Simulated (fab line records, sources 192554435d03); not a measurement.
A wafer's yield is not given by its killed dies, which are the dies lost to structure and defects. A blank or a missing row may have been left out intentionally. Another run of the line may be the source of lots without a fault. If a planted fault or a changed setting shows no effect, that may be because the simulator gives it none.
fab line records	flow n5Finfet
record lots=7	wafers=39
route steps=1938 shown PMOS_HMC_CHANNEL_EPI@73 SPACER0@258 HKMG_FIN@429 BEOL_M0@721 BEOL_M4@1070 BEOL_M8@1374
startH: hours from the record's opening day to when the first of the lot's shown wafers began	waitH: hours elapsed since this lot's preceding step	" unchanged from the row above	L1.1+2: one row covering several wafers at once	- no value, or no start was given	* or withheld: withheld	< > ~ a bound
route shown NAME@n: names a module that has steps shown in the file, with the first one's number in the route	usual: the fault-free wafers' mean and standard deviation	same: alike in all rows	chamber/n: place in a boat	sites: per-site readings	_std_site: the values' standard deviation	_edge_site: the outer-site mean with the inner-site mean subtracted	radiusMm: how far each site lies from the wafer's centre	mask NAME#n: copy n	behind: the most recent tool/chamber to have shaped the wafer	hold: the reason the lot was held/the length of the hold in hours/how it ended	device: which transistor (n, p or np) failed to switch	end of line: tests run on the same wafers once the route is complete	for a step that has no rows: nothing shown but its recipe	killed: not the wafer's yield, but the dies lost to structure and defects at the first sort	map: a wafer's dies, x killed, . not, _ none there
set.NAME: the run value of the setting; set.NAME@STEP: its run value at that earlier step	model.NAME: the simulator's own value behind a step, which no gauge read
lots whose settings were changed on purpose; a table a step, a row a wafer
## steps
# step N5_PMOS_HMC_CHANNEL_EPI_ETCH_38
# recipe chemistry=CF4	target=SiO2	targetDepthA=15	ionEnergyEv=350	pressureMtorr=10	icpW=800	biasW=400	cf4FlowSccm=80
lot.wafer	tool	chamber	startH	waitH	set.targetDepthA	model.etch.depthNm
L074.1	rieSi-05	2	17.29	0.0	10.66	1.037
L074.2	"	1	"	"	15	1.476
L074.3	"	3	"	"	10.66	1.109
L074.4	"	3	"	"	15	1.546
L074.5	"	1	"	"	15	1.469
L074.6	"	2	"	"	10.66	1.048
L077.1+5	rieSi-06	1,2	36.69	0.0	15	1.49
L077.2	"	2	"	"	15	1.473
L077.3	"	0	"	"	15	1.514
L077.4	"	3	"	"	15	1.459
L077.6	"	3	"	"	15	1.46
L081.1	rieSi-05	1	59.87	0.0	7.465	0.7341
L081.2	"	2	"	"	7.465	0.7275
L081.3	"	3	"	"	15	1.548
L081.4	"	0	"	"	15	1.507
L081.5	"	0	"	"	7.465	0.7534
L081.6	"	1	"	"	15	1.476
L085.1	rieSi-06	3	84.34	0.0	23.84	2.306
L085.2	"	1	"	"	15	1.476
L085.3	"	0	"	"	15	1.504
L085.4	"	2	"	"	23.84	2.336
L085.5	"	2	"	"	15	1.462
L085.6	"	3	"	"	23.84	2.301
L088.2	rieSi-05	1	102.85	0.0	15	1.471
L088.3	"	2	"	"	15	1.486
L088.6	"	1	"	"	15	1.48
L091.1	rieSi-06	3	119.93	0.0	9.013	0.895
L091.2	"	1	"	"	9.013	0.9011
L091.3	"	0	"	"	15	1.507
L091.4	"	2	"	"	15	1.487
L091.5	"	0	"	"	15	1.517
L091.6	"	1	"	"	9.013	0.889
L094.1	rieSi-05	3	138.27	0.0	15	1.548
L094.2	"	1	"	"	12.05	1.192
L094.3	"	2	"	"	12.05	1.193
L094.4	"	0	"	"	15	1.511
L094.5	"	1	"	"	12.05	1.195
L094.6	"	2	"	"	15	1.469
# step N5_SPACER0_ALD_07
# recipe material=SiNx	targetThkA=20	tempC=400	aldPrecursorFamily=SiH2I2	aldCoReactant=N2/H2-plasma	pressureTorr=2
lot.wafer	tool	chamber	startH	waitH	set.targetThkA	model.SiNx_of_SPACER0_ALD_07.thkNm
L074.1+4+5	aldSin-03	3,1,1	47.27	0.0	9.899	1
L074.2+3+6	"	0,2,0	"	"	20	2
L077.1+2+3+4+5+6	aldSin-04	0,2,1,3,3,2	66.01	0.0	20	2
L081.1+4+6	aldSin-03	2,0,3	88.57	0.1	20	2
L081.2+3+5	"	1,3,2	"	"	13.95	1.4
L085.1+2+3+4+5+6	aldSin-02	1,3,0,2,0,3	118.79	1.0	20	2
L088.2+3+6	aldSin-04	2,3,2	133.06	0.0	20	2
L091.1+2+3+4+5+6	aldSin-03	1,2,3,0,2,1	148.57	0.0	20	2
L094.1+3+5	aldSin-04	1,3,1	167.78	0.3	20	2
L094.2+4+6	"	0,2,0	"	"	28.08	2.8
# step N5_HKMG_FIN_DEVELOP_11
# recipe developTimeS=30	developer=TMAH	resist=CAR-ArF	devTempC=23	rinseLiquid=diw	dry=airSpin
lot.wafer	tool	chamber	startH	waitH	set.developTimeS
L074.1+3+5	lithoTrack-01	0	-	-	30
L074.2+4+6	"	0	"	"	39.49
L077.1+2+6	lithoTrack-04	0	-	-	30
L077.3+4+5	"	0	"	"	18.07
L081.1+2+6	lithoTrack-04	0	-	-	30
L081.3+4+5	"	0	"	"	12.52
L085.1+2+4	lithoTrack-05	0	-	-	42.92
L085.3+5+6	"	0	"	"	30
L088.2+3+6	lithoTrack-04	0	-	-	30
L091.1+2+3	lithoTrack-05	0	-	-	46.6
L091.4+5+6	"	0	"	"	30
L094.1+2+4	lithoTrack-04	0	-	-	37.27
L094.3+5+6	"	0	"	"	30
# step N5_HKMG_FIN_CD_MEAS_12
# recipe targetCdNm=92.8	landingEnergyEv=500	detector=seInlens
# usual cdNm=91.9/0.71
lot.wafer	tool	chamber	startH	waitH	set.developTimeS@HKMG_FIN_DEVELOP_11	cdNm
L074.1	cdSem-03	0	73.66	-	30	92.2
L074.2	"	0	"	"	39.49	93.0
L074.3	"	0	"	"	30	91.7
L074.4	"	0	"	"	39.49	93.1
L074.5	"	0	"	"	30	91.3
L074.6	"	0	"	"	39.49	93.2
L077.1	cdSem-03	0	92.57	-	30	93.0
L077.2	"	0	"	"	30	92.6
L077.3	"	0	"	"	18.07	90.1
L077.4	"	0	"	"	18.07	89.8
L077.5	"	0	"	"	18.07	89.5
L077.6	"	0	"	"	30	92.2
L081.1	cdSem-02	0	117.97	-	30	92.5
L081.2	"	0	"	"	30	92.7
L081.3	"	0	"	"	12.52	87.0
L081.4	"	0	"	"	12.52	87.0
L081.5	"	0	"	"	12.52	87.5
L081.6	"	0	"	"	30	93.3
L085.1	cdSem-02	0	144.67	-	42.92	93.1
L085.2	"	0	"	"	42.92	94.0
L085.3	"	0	"	"	30	91.7
L085.4	"	0	"	"	42.92	93.1
L085.5	"	0	"	"	30	91.7
L085.6	"	0	"	"	30	92.1
L088.2	cdSem-01	0	162.34	-	30	92.9
L088.3	"	0	"	"	30	93.2
L088.6	"	0	"	"	30	92.3
L091.1	cdSem-01	0	175.15	-	46.6	93.2
L091.2	"	0	"	"	46.6	93.7
L091.3	"	0	"	"	46.6	93.8
L091.4	"	0	"	"	30	92.1
L091.5	"	0	"	"	30	91.8
L091.6	"	0	"	"	30	91.0
L094.1	cdSem-03	0	197.33	-	37.27	93.8
L094.2	"	0	"	"	37.27	93.8
L094.3	"	0	"	"	30	92.6
L094.4	"	0	"	"	37.27	94.3
L094.5	"	0	"	"	30	92.0
L094.6	"	0	"	"	30	92.1
# step N5_BEOL_M0_TRENCH_ETCH_107
# recipe chemistry=C4F6/O2	targetDepthA=328	target=SiOC	timeS=16.4	ionEnergyEv=250	pressureMtorr=30	sourceW=355	biasW=185	Ar_flow_sccm=300	C4F6_flow_sccm=10	O2_flow_sccm=10
lot.wafer	tool	chamber	startH	waitH	set.targetDepthA	model.BEOL_M0.featureDepthNm
L074.1	rieDiel-03	0	114.15	0.0	328	33
L074.2	"	3	"	"	328	32
L074.3	"	2	"	"	328	32.2
L074.4	"	1	"	"	397.2	39
L074.5	"	2	"	"	397.2	38.6
L074.6	"	1	"	"	397.2	38.8
L077.1+5	rieDiel-06	3	133.22	0.0	328	32.8
L077.2	"	0	"	"	328	33
L077.3	"	2	"	"	269.1	28
L077.4	"	1	"	"	269.1	27
L077.6	"	2	"	"	269.1	27.8
L081.1+6	rieDiel-03	0	156.03	0.0	328	33
L081.2	"	1	"	"	328	32.6
L081.3+5	"	3	"	"	328	33.2
L081.4	"	2	"	"	328	32.4
L085.1	rieDiel-01	3	182.29	0.0	328	34
L085.2	"	2	"	"	328	32.2
L085.3	"	0	"	"	328	33
L085.4	"	1	"	"	328	33.2
L085.5	"	2	"	"	328	32
L085.6	"	3	"	"	328	33.8
L088.2	rieDiel-01	1	205.98	0.0	328	33
L088.3+6	"	2	"	"	328	32.4
L091.1+3+5	rieDiel-06	1,0,1	222.79	0.0	328	32.8
L091.2	"	2	"	"	328	33.6
L091.4	"	3	"	"	328	32.4
L091.6	"	2	"	"	328	33.4
L094.1+5	rieDiel-03	2,1	239.32	0.0	328	32.4
L094.2	"	1	"	"	328	32.2
L094.3	"	0	"	"	403.9	40.8
L094.4+6	"	3,0	"	"	403.9	40.6
# step N5_BEOL_M0_STRIP_142
# recipe chemistry=N2/H2	timeS=10	powerW=450	tempC=40	pressureMtorr=20	rfFrequencyHz=6e+07	biasPowerW=7	n2FlowSccm=200	h2FlowSccm=200
# step N5_BEOL_M0_OCD_MEAS_108
# usual trenchDepthNm=32.8/0.59
lot.wafer	tool	chamber	startH	waitH	set.targetDepthA@BEOL_M0_TRENCH_ETCH_107	trenchDepthNm
L074.1	ocd-01	-	114.26	0.1	328	33.2
L074.2	"	-	"	"	328	31.4
L074.3	"	-	"	"	328	32.3
L074.4	"	-	"	"	397.2	39.5
L074.5	"	-	"	"	397.2	38.5
L074.6	"	-	"	"	397.2	39.2
L077.1	ocd-02	-	133.32	0.1	328	32.5
L077.2	"	-	"	"	328	33.1
L077.3	"	-	"	"	269.1	28.1
L077.4	"	-	"	"	269.1	27.0
L077.5	"	-	"	"	328	33.0
L077.6	"	-	"	"	269.1	28.0
L081.1	ocd-02	-	156.14	0.1	328	33.0
L081.2	"	-	"	"	328	32.8
L081.3	"	-	"	"	328	33.3
L081.4	"	-	"	"	328	32.1
L081.5	"	-	"	"	328	33.5
L081.6	"	-	"	"	328	33.2
L085.1	ocd-01	-	182.39	0.1	328	33.6
L085.2	"	-	"	"	328	32.5
L085.3	"	-	"	"	328	33.2
L085.4	"	-	"	"	328	33.3
L085.5	"	-	"	"	328	31.9
L085.6	"	-	"	"	328	33.5
L088.2	ocd-02	-	206.08	0.1	328	33.3
L088.3	"	-	"	"	328	32.3
L088.6	"	-	"	"	328	32.1
L091.1	ocd-02	-	222.89	0.1	328	32.6
L091.2	"	-	"	"	328	33.8
L091.3	"	-	"	"	328	32.6
L091.4	"	-	"	"	328	32.2
L091.5	"	-	"	"	328	32.7
L091.6	"	-	"	"	328	33.3
L094.1	ocd-02	-	239.42	0.1	328	32.5
L094.2	"	-	"	"	328	32.2
L094.3	"	-	"	"	403.9	41.1
L094.4	"	-	"	"	403.9	40.4
L094.5	"	-	"	"	328	32.4
L094.6	"	-	"	"	403.9	40.3
# step N5_BEOL_M4_TRENCH_ETCH_37
# recipe chemistry=C4F6/O2	targetDepthA=555.55	target=SiOC	timeS=29.2	ionEnergyEv=250	pressureMtorr=30	sourceW=355	biasW=185	Ar_flow_sccm=300	C4F6_flow_sccm=10	O2_flow_sccm=10
lot.wafer	tool	chamber	startH	waitH	set.timeS	model.BEOL_M4.featureDepthNm	model.etch.depthNm	model.TiN_of_BEOL_M4_HM_DEP_02.thkNm
L074.1	rieDiel-03	2	-	-	14.86	27.8	27.78	18.4
L074.2	"	1	"	"	14.86	28	28.07	18.8
L074.3	"	0	"	"	29.2	56	55.97	17.2
L074.4	"	3	"	"	14.86	28.8	28.89	18.6
L074.5	"	3	"	"	29.2	56.2	56.26	17.6
L074.6	"	2	"	"	29.2	54.8	54.77	17.2
L077.1	rieDiel-06	0	-	-	29.2	55.8	55.81	17.6
L077.2	"	1	"	"	14.67	28	27.93	18.8
L077.3	"	2	"	"	14.67	28.6	28.63	18.6
L077.4	"	3	"	"	29.2	55.2	55.15	17.6
L077.5	"	3	"	"	14.67	27.8	27.78	18.6
L077.6	"	0	"	"	29.2	55.8	55.75	17.8
L081.1	rieDiel-03	3	-	-	29.2	55.8	55.79	17.4
L081.2	"	1	"	"	29.2	54.8	54.72	17.6
L081.3	"	2	"	"	33.59	63	62.93	17.4
L081.4	"	2	"	"	33.59	63.2	63.12	17
L081.5	"	3	"	"	29.2	55.8	55.8	17.4
L081.6	"	1	"	"	33.59	63	62.98	17
L085.1	rieDiel-01	2	-	-	29.2	54.6	54.69	17.4
L085.2	"	0	"	"	29.2	54.4	54.41	17.6
L085.3	"	3	"	"	29.2	56.2	56.24	17.8
L085.4	"	1	"	"	29.2	56.2	56.15	17.4
L085.5	"	2	"	"	29.2	54.4	54.45	17.8
L085.6	"	1	"	"	29.2	56	56.03	17.6
L088.2	rieDiel-06	3	-	-	29.2	54.6	54.65	18
L088.3	"	2	"	"	29.2	56.8	56.75	17.8
L088.6	"	2	"	"	29.2	56.6	56.5	17.6
L091.1	rieDiel-03	3	-	-	38.15	73.4	73.33	16.8
L091.2	"	2	"	"	38.15	71.8	71.71	16.6
L091.3	"	1	"	"	29.2	54.8	54.85	17.4
L091.4	"	0	"	"	29.2	56.4	56.39	17.6
L091.5	"	1	"	"	38.15	71.6	71.63	16.8
L091.6	"	0	"	"	29.2	56.4	56.32	17.6
L094.1	rieDiel-03	2	-	-	29.2	54.4	54.34	17.4
L094.2	"	3	"	"	42.44	81	81.09	16.6
L094.3	"	1	"	"	42.44	78.4	78.42	16.8
L094.4	"	2	"	"	29.2	54.6	54.51	17.6
L094.5	"	3	"	"	42.44	81.6	81.59	16.8
L094.6	"	1	"	"	29.2	54.2	54.2	17.6
# step N5_BEOL_M4_ETCH_41
# recipe chemistry=CH3F/O2	target=SiCN	targetDepthA=299	taperDeg=2	timeS=52.5	ionEnergyEv=120	maskMaterial=TiN	pressureMtorr=30	sourceW=395	biasW=75	Ar_flow_sccm=150	CH3F_flow_sccm=30	O2_flow_sccm=20
# step N5_BEOL_M4_STRIP_97
# recipe chemistry=N2/H2	timeS=10	powerW=450	tempC=40	pressureMtorr=20	rfFrequencyHz=6e+07	biasPowerW=7	n2FlowSccm=200	h2FlowSccm=200
# step N5_BEOL_M4_OCD_MEAS_38
# usual trenchDepthNm=55.3/0.9
lot.wafer	tool	chamber	startH	waitH	set.timeS@BEOL_M4_TRENCH_ETCH_37	trenchDepthNm
L074.1	ocd-02	-	155.53	-	14.86	28.3
L074.2	"	-	"	"	14.86	28.1
L074.3	"	-	"	"	29.2	55.6
L074.4	"	-	"	"	14.86	29.2
L074.5	"	-	"	"	29.2	55.9
L074.6	"	-	"	"	29.2	54.6
L077.1	ocd-02	-	176.89	-	29.2	55.7
L077.2	"	-	"	"	14.67	28.2
L077.3	"	-	"	"	14.67	28.7
L077.4	"	-	"	"	29.2	54.8
L077.5	"	-	"	"	14.67	27.6
L077.6	"	-	"	"	29.2	56.5
L081.1	ocd-01	-	194.00	-	29.2	55.7
L081.2	"	-	"	"	29.2	54.5
L081.3	"	-	"	"	33.59	62.5
L081.4	"	-	"	"	33.59	63.2
L081.5	"	-	"	"	29.2	55.4
L081.6	"	-	"	"	33.59	63.0
L085.1	ocd-02	-	219.72	-	29.2	54.5
L085.2	"	-	"	"	29.2	54.4
L085.3	"	-	"	"	29.2	56.0
L085.4	"	-	"	"	29.2	56.1
L085.5	"	-	"	"	29.2	54.8
L085.6	"	-	"	"	29.2	55.7
L088.2	ocd-02	-	249.82	-	29.2	54.8
L088.3	"	-	"	"	29.2	57.0
L088.6	"	-	"	"	29.2	56.7
L091.1	ocd-02	-	259.39	-	38.15	72.8
L091.2	"	-	"	"	38.15	71.7
L091.3	"	-	"	"	29.2	54.9
L091.4	"	-	"	"	29.2	56.5
L091.5	"	-	"	"	38.15	71.4
L091.6	"	-	"	"	29.2	56.3
L094.1	ocd-01	-	284.08	-	29.2	54.0
L094.2	"	-	"	"	42.44	81.4
L094.3	"	-	"	"	42.44	78.7
L094.4	"	-	"	"	29.2	55.1
L094.5	"	-	"	"	42.44	82.0
L094.6	"	-	"	"	29.2	53.9
# step N5_BEOL_M4_HM_STRIP_39
# recipe chemistry=peroxideTinStrip	material=TiN	targetDepthA=250	tempC=50	timeS=158
# step N5_BEOL_M4_SRD_40
# recipe timeS=30	tempC=23	rinseLiquid=diw	dry=ipaMarangoni
# step N5_BEOL_M4_ECD_50
# recipe material=Cu	targetThkA=3000
# step N5_BEOL_M4_ANNEAL_51
# recipe tempC=225	timeS=90	ambient=N2
# step N5_BEOL_M4_CMP_52
# recipe stopOn=SiOC	tOverpolishS=6.8	downForcePsi=1	platenRpm=50	clearingPlatenDownForcePsi=1.5	clearingPlatenRpm=50	postCmpClean=cuAlkaline	targetThkNm=40	clearingPlatenPadVelocityMS=0.99484	padVelocityMS=0.99484
lot.wafer	tool	chamber	startH	waitH	set.timeS@BEOL_M4_TRENCH_ETCH_37	model.Cu_of_BEOL_M4_ECD_50.thkNm
L074.3	cmp-04	0	158.71	0.2	29.2	41.2
L074.2	"	1	"	"	14.86	12
L074.1	"	2	"	"	14.86	11.4
L074.4	"	3	"	"	14.86	13.8
L074.5	"	0	"	"	29.2	41.6
L074.6	"	1	"	"	29.2	39.4
L077.2	cmp-01	0	180.72	0.2	14.67	12.4
L077.4	"	1	"	"	29.2	38.6
L077.3	"	2	"	"	14.67	14
L077.1+6	"	3,0	"	"	29.2	41.2
L077.5	"	1	"	"	14.67	11.6
L081.4	cmp-01	0	197.41	0.1	33.59	47.8
L081.3	"	1	"	"	33.59	45.8
L081.2	"	2	"	"	29.2	39
L081.1	"	3	"	"	29.2	41.4
L081.5	"	0	"	"	29.2	40.6
L081.6	"	1	"	"	33.59	48
L085.1	cmp-03	1	224.41	0.3	29.2	38.4
L085.4	"	2	"	"	29.2	40
L085.3	"	3	"	"	29.2	39.6
L085.2	"	0	"	"	29.2	40.6
L085.6	"	1	"	"	29.2	39.4
L085.5	"	2	"	"	29.2	38
L088.3	cmp-03	0	253.07	0.2	29.2	42.8
L088.2	"	1	"	"	29.2	38.4
L088.6	"	3	"	"	29.2	40.6
L091.1	cmp-01	1	263.24	0.3	38.15	59.8
L091.2	"	2	"	"	38.15	56.4
L091.3	"	3	"	"	29.2	39.6
L091.4	"	0	"	"	29.2	41.6
L091.6	"	1	"	"	29.2	41
L091.5	"	2	"	"	38.15	55.2
L094.2	cmp-04	3	287.33	0.2	42.44	66.2
L094.1	"	0	"	"	29.2	39.4
L094.3	"	1	"	"	42.44	62.2
L094.4	"	2	"	"	29.2	38
L094.5	"	3	"	"	42.44	65.8
L094.6	"	0	"	"	29.2	40.2
# step N5_BEOL_M4_THK_MEAS_53
# recipe thkMeasGauge=xrf	reads=Cu_of_BEOL_M4_ECD_50
# usual M4_THK=40.3/1.4
lot.wafer	tool	chamber	startH	waitH	set.timeS@BEOL_M4_TRENCH_ETCH_37	M4_THK[nm]
L074.1	filmMetro-01	-	159.00	-	14.86	11.4
L074.2	"	-	"	"	14.86	12.2
L074.3	"	-	"	"	29.2	41.6
L074.4	"	-	"	"	14.86	13.9
L074.5	"	-	"	"	29.2	42.0
L074.6	"	-	"	"	29.2	39.8
L077.1	filmMetro-02	-	181.02	-	29.2	42.0
L077.2	"	-	"	"	14.67	12.7
L077.3	"	-	"	"	14.67	14.3
L077.4	"	-	"	"	29.2	39.4
L077.5	"	-	"	"	14.67	11.8
L077.6	"	-	"	"	29.2	42.0
L081.1	filmMetro-01	-	197.71	-	29.2	42.1
L081.2	"	-	"	"	29.2	39.8
L081.3	"	-	"	"	33.59	46.5
L081.4	"	-	"	"	33.59	48.6
L081.5	"	-	"	"	29.2	41.5
L081.6	"	-	"	"	33.59	49.0
L085.1	filmMetro-01	-	224.71	-	29.2	38.8
L085.2	"	-	"	"	29.2	41.2
L085.3	"	-	"	"	29.2	39.9
L085.4	"	-	"	"	29.2	40.4
L085.5	"	-	"	"	29.2	38.2
L085.6	"	-	"	"	29.2	39.9
L088.2	filmMetro-01	-	253.33	-	29.2	38.8
L088.3	"	-	"	"	29.2	43.1
L088.6	"	-	"	"	29.2	40.9
L091.1	filmMetro-01	-	263.53	-	38.15	60.4
L091.2	"	-	"	"	38.15	56.8
L091.3	"	-	"	"	29.2	40.1
L091.4	"	-	"	"	29.2	42.1
L091.5	"	-	"	"	38.15	55.9
L091.6	"	-	"	"	29.2	41.4
L094.1	filmMetro-01	-	287.63	-	29.2	40.4
L094.2	"	-	"	"	42.44	67.9
L094.3	"	-	"	"	42.44	63.6
L094.4	"	-	"	"	29.2	38.9
L094.5	"	-	"	"	42.44	67.4
L094.6	"	-	"	"	29.2	40.8
# step N5_BEOL_M8_VIA_ETCH_34
# recipe chemistry=C4F6/O2	target=SiCOH_lowk	targetDepthA=1255	maskMaterial=SOC	taperDeg=4	timeS=50.5	ionEnergyEv=250	pressureMtorr=30	sourceW=345	biasW=185	Ar_flow_sccm=300	C4F6_flow_sccm=10	O2_flow_sccm=10
lot.wafer	tool	chamber	startH	waitH	set.targetDepthA	model.etch.depthNm	model.SOC_of_BEOL_M8_COAT_63.thkNm
L074.1	rieDiel-03	2	191.54	0.0	981.3	95.94	55
L074.2	"	1	"	"	981.3	96.87	55
L074.3	"	3	"	"	1255	126.4	53.4
L074.4	"	3	"	"	1255	125.4	53.4
L074.5	"	1	"	"	981.3	96.64	54.8
L074.6	"	2	"	"	1255	123.8	53.8
L077.1	rieDiel-03	3	215.51	0.0	1255	126.2	53.8
L077.2	"	2	"	"	1255	123.8	54
L077.3	"	0	"	"	1255	125.7	54
L077.4	"	3	"	"	1255	125.1	54
L077.5	"	2	"	"	1255	123.9	54
L077.6	"	0	"	"	1255	124.9	54
L081.1	rieDiel-01	2	232.11	0.0	1255	123.7	54
L081.2+5	"	0	"	"	1763	175.6	51.4
L081.3	"	3	"	"	1255	127.6	54
L081.4	"	1	"	"	1255	128.6	53.6
L081.6	"	3	"	"	1763	180.2	51.2
L085.1	rieDiel-01	1	262.87	0.0	1255	124.8	54
L085.2	"	3	"	"	1255	127.3	53.8
L085.3	"	0	"	"	1255	122.6	54
L085.4	"	2	"	"	1255	121.7	54.2
L085.5	"	0	"	"	1255	123	54
L085.6	"	1	"	"	1255	124.9	54
L088.2	rieDiel-06	2	285.37	0.0	1255	127.8	53.8
L088.3	"	1	"	"	1255	124.6	53.8
L088.6	"	1	"	"	1255	125.2	54
L091.1	rieDiel-01	2	300.47	0.0	1255	122.3	54.6
L091.2	"	1	"	"	1895	187.9	51.2
L091.3	"	3	"	"	1255	125	54
L091.4	"	2	"	"	1895	182.8	51.4
L091.5	"	3	"	"	1895	190.3	51
L091.6	"	1	"	"	1255	125.7	54.2
L094.1	rieDiel-06	0	321.91	0.0	1255	125.1	53.8
L094.2	"	1	"	"	1641	163	52
L094.3	"	2	"	"	1255	127.7	53.8
L094.4	"	3	"	"	1255	123.4	53.8
L094.5	"	2	"	"	1641	167.6	51.6
L094.6	"	1	"	"	1641	163.8	51.8
## key
split step=N5_PMOS_HMC_CHANNEL_EPI_ETCH_38	setting=targetDepthA	stated=15	by=wafer
response step=N5_PMOS_HMC_CHANNEL_EPI_ETCH_38	reading=model.etch.depthNm	change=+0.0149	per=1%	r=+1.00
split step=N5_SPACER0_ALD_07	setting=targetThkA	stated=20	by=wafer
response step=N5_SPACER0_ALD_07	reading=model.SiNx_of_SPACER0_ALD_07.thkNm	change=+0.0198	per=1%	r=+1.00
split step=N5_HKMG_FIN_DEVELOP_11	setting=developTimeS	stated=30	by=wafer
response step=N5_HKMG_FIN_CD_MEAS_12	reading=cdNm	change=+0.0611	per=1%	r=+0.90
split step=N5_BEOL_M0_TRENCH_ETCH_107	setting=targetDepthA	stated=328	by=wafer
response step=N5_BEOL_M0_TRENCH_ETCH_107	reading=model.BEOL_M0.featureDepthNm	change=+0.324	per=1%	r=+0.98
response step=N5_BEOL_M0_OCD_MEAS_108	reading=trenchDepthNm	change=+0.328	per=1%	r=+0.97
split step=N5_BEOL_M4_TRENCH_ETCH_37	setting=timeS	stated=29.2	by=wafer
response step=N5_BEOL_M4_TRENCH_ETCH_37	reading=model.BEOL_M4.featureDepthNm	change=+0.556	per=1%	r=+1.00
response step=N5_BEOL_M4_TRENCH_ETCH_37	reading=model.etch.depthNm	change=+0.556	per=1%	r=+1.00
response step=N5_BEOL_M4_TRENCH_ETCH_37	reading=model.TiN_of_BEOL_M4_HM_DEP_02.thkNm	change=-0.0219	per=1%	r=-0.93
response step=N5_BEOL_M4_OCD_MEAS_38	reading=trenchDepthNm	change=+0.553	per=1%	r=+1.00
response step=N5_BEOL_M4_CMP_52	reading=model.Cu_of_BEOL_M4_ECD_50.thkNm	change=+0.559	per=1%	r=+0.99
response step=N5_BEOL_M4_THK_MEAS_53	reading=M4_THK	change=+0.568	per=1%	r=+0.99
split step=N5_BEOL_M8_VIA_ETCH_34	setting=targetDepthA	stated=1255	by=wafer
response step=N5_BEOL_M8_VIA_ETCH_34	reading=model.etch.depthNm	change=+1.25	per=1%	r=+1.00
response step=N5_BEOL_M8_VIA_ETCH_34	reading=model.SOC_of_BEOL_M8_COAT_63.thkNm	change=-0.062	per=1%	r=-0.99
